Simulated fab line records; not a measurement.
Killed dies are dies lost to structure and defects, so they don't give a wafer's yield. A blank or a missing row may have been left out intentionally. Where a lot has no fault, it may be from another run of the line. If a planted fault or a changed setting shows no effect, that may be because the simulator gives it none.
Chamber matching    flow n5-finfet    uv-cure-01 running N5_BEOL_M10_CURE_71: 3 sister chambers
The step cures SiCOH lowk, time 240 s. 33 wafers are shown with their chamber, then 12 later ones without.

## WAFERS PAIRED WITH THEIR CHAMBERS
wafer   chamber  wafer_temp_C_max  lamp-power-pct (%)
L076.1  0        386.0             52.27
L076.4  0        386.9             52.15
L076.6  0        386.6             52.39
L076.2  0        386.4             52.25
L076.3  0        386.9             52.46
L076.5  0        386.0             52.26
L075.1  2        386.5             52.29
L075.3  2        386.8             52.35
L075.5  2        386.5             52.29
L079.1  1        387.6             52.40
L079.2  1        387.9             52.30
L079.5  1        387.0             52.32
L079.3  1        386.9             52.29
L079.4  1        387.9             52.41
L079.6  1        386.8             52.31
L080.2  2        386.9             52.39
L080.3  2        386.8             52.31
L080.4  2        387.0             52.24
L084.1  2        386.7             52.28
L084.3  2        387.2             52.36
L084.4  2        386.5             52.35
L084.2  2        386.6             52.27
L084.5  2        386.5             52.24
L084.6  2        386.9             52.36
L086.2  2        388.4             52.31
L086.4  2        386.6             52.35
L086.6  2        386.8             52.35
L087.1  2        387.3             52.29
L087.3  2        388.0             52.19
L087.5  2        386.7             52.39
L090.1  2        387.0             52.35
L090.5  2        386.6             52.31
L090.6  2        387.0             52.34

SIGNATURES (means of the wafers above)
reading           chamber 0  chamber 1  chamber 2  scatter within a chamber
wafer_temp_C_max  386.467    387.350    386.919    0.479
lamp-power-pct    52.2967    52.3383    52.3148    0.0656
Rule: for each reading, subtract the chamber's mean from the wafer's reading, divide by that reading's scatter and square the result; add these up over the readings and take the root, which gives the wafer's distance from the chamber. If the next closest chamber is less than 2 further off than the closest, the wafer can't be placed; otherwise it belongs to the closest. The scatter: the root of (the sum of the squares of (reading less its chamber's mean) over the shown wafers, divided by (wafers less chambers)).

## WAFERS WITHOUT THEIR CHAMBER
wafer   wafer_temp_C_max  lamp-power-pct (%)
L090.2  387.1             52.29
L090.3  387.0             52.19
L090.4  387.2             52.34
L092.1  388.5             52.37
L092.2  387.2             52.24
L092.5  387.3             52.38
L095.1  387.1             52.38
L095.4  386.8             52.42
L095.5  387.0             52.42
L097.1  387.1             52.34
L097.3  386.7             52.31
L097.5  387.5             52.37

## WHICH CHAMBER EACH ONE RAN IN
wafer   from the rows above           in truth
L090.2  can't be placed: 2 or 1 or 0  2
L090.3  can't be placed: 2 or 0 or 1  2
L090.4  can't be placed: 1 or 2 or 0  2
L092.1  can't be placed: 1 or 2 or 0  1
L092.2  can't be placed: 2 or 1 or 0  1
L092.5  can't be placed: 1 or 2 or 0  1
L095.1  can't be placed: 1 or 2 or 0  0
L095.4  can't be placed: 2 or 1 or 0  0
L095.5  can't be placed: 1 or 2 or 0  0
L097.1  can't be placed: 1 or 2 or 0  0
L097.3  can't be placed: 2 or 0 or 1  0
L097.5  can't be placed: 1 or 2 or 0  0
Correct placement for 0 of the 12. Cannot be placed on the basis of these rows: 12; the candidates contain the true chamber in 12. Number placed wrongly: 0.
